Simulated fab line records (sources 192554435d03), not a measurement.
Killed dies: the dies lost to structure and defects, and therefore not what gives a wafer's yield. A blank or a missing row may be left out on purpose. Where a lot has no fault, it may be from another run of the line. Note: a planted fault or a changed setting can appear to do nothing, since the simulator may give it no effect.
Matching of chambers || flow n5_finfet || pecvd-03 running N5_BEOL_M13_DEP_53: 3 sister chambers
The step deposits SiCN from 3MS/NH3, target thk 50 nm, time 17.8 s. 6 wafers are shown with their chamber, then 8 later ones without.

WAFERS, EACH WITH ITS CHAMBER
{"wafer": "L086.3", "chamber": 0, "throttle_valve_pct (%)": 17.9, "showerhead_plenum_p_Torr (Torr)": 4.169}
{"wafer": "L086.6", "chamber": 0, "throttle_valve_pct (%)": 18.6, "showerhead_plenum_p_Torr (Torr)": 4.183}
{"wafer": "L087.1", "chamber": 1, "throttle_valve_pct (%)": 18.4, "showerhead_plenum_p_Torr (Torr)": 4.174}
{"wafer": "L087.5", "chamber": 1, "throttle_valve_pct (%)": 18.7, "showerhead_plenum_p_Torr (Torr)": 4.189}
{"wafer": "L087.6", "chamber": 2, "throttle_valve_pct (%)": 16.1, "showerhead_plenum_p_Torr (Torr)": 4.112}
{"wafer": "L091.2", "chamber": 2, "throttle_valve_pct (%)": 16.5, "showerhead_plenum_p_Torr (Torr)": 4.110}

WAFERS WHOSE CHAMBER IS MISSING
{"wafer": "L091.3", "throttle_valve_pct (%)": 18.6, "showerhead_plenum_p_Torr (Torr)": 4.189}
{"wafer": "L091.6", "throttle_valve_pct (%)": 16.5, "showerhead_plenum_p_Torr (Torr)": 4.105}
{"wafer": "L093.1", "throttle_valve_pct (%)": 18.5, "showerhead_plenum_p_Torr (Torr)": 4.186}
{"wafer": "L093.2", "throttle_valve_pct (%)": 18.3, "showerhead_plenum_p_Torr (Torr)": 4.164}
{"wafer": "L093.5", "throttle_valve_pct (%)": 16.5, "showerhead_plenum_p_Torr (Torr)": 4.107}
{"wafer": "L096.1", "throttle_valve_pct (%)": 18.2, "showerhead_plenum_p_Torr (Torr)": 4.184}
{"wafer": "L096.3", "throttle_valve_pct (%)": 16.8, "showerhead_plenum_p_Torr (Torr)": 4.110}
{"wafer": "L096.4", "throttle_valve_pct (%)": 16.4, "showerhead_plenum_p_Torr (Torr)": 4.102}

EACH ONE'S CHAMBER
{"wafer": "L091.3", "from the rows above": "can't be placed: 1 or 0", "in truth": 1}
{"wafer": "L091.6", "from the rows above": 2, "in truth": 2}
{"wafer": "L093.1", "from the rows above": "can't be placed: 1 or 0", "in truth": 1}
{"wafer": "L093.2", "from the rows above": "can't be placed: 0 or 1", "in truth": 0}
{"wafer": "L093.5", "from the rows above": 2, "in truth": 2}
{"wafer": "L096.1", "from the rows above": "can't be placed: 0 or 1", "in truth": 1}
{"wafer": "L096.3", "from the rows above": 2, "in truth": 2}
{"wafer": "L096.4", "from the rows above": 2, "in truth": 2}
Correctly placed: 4 of 8. Cannot be placed on the basis of these rows: 4; the candidates contain the true chamber in 4. Number placed wrongly: 0.
How it was worked out, from the rows above alone: a wafer's distance from a chamber is the root of the sum, over the readings, of the square of ((its reading less the chamber's mean) divided by the reading's scatter). The wafer belongs to the nearest chamber; if the next one is less than 2 further off, it can't be placed. A chamber's mean is the mean of its shown wafers. The scatter: the root of (the sum of the squares of (reading less its chamber's mean) over the shown wafers, divided by (wafers less chambers)).
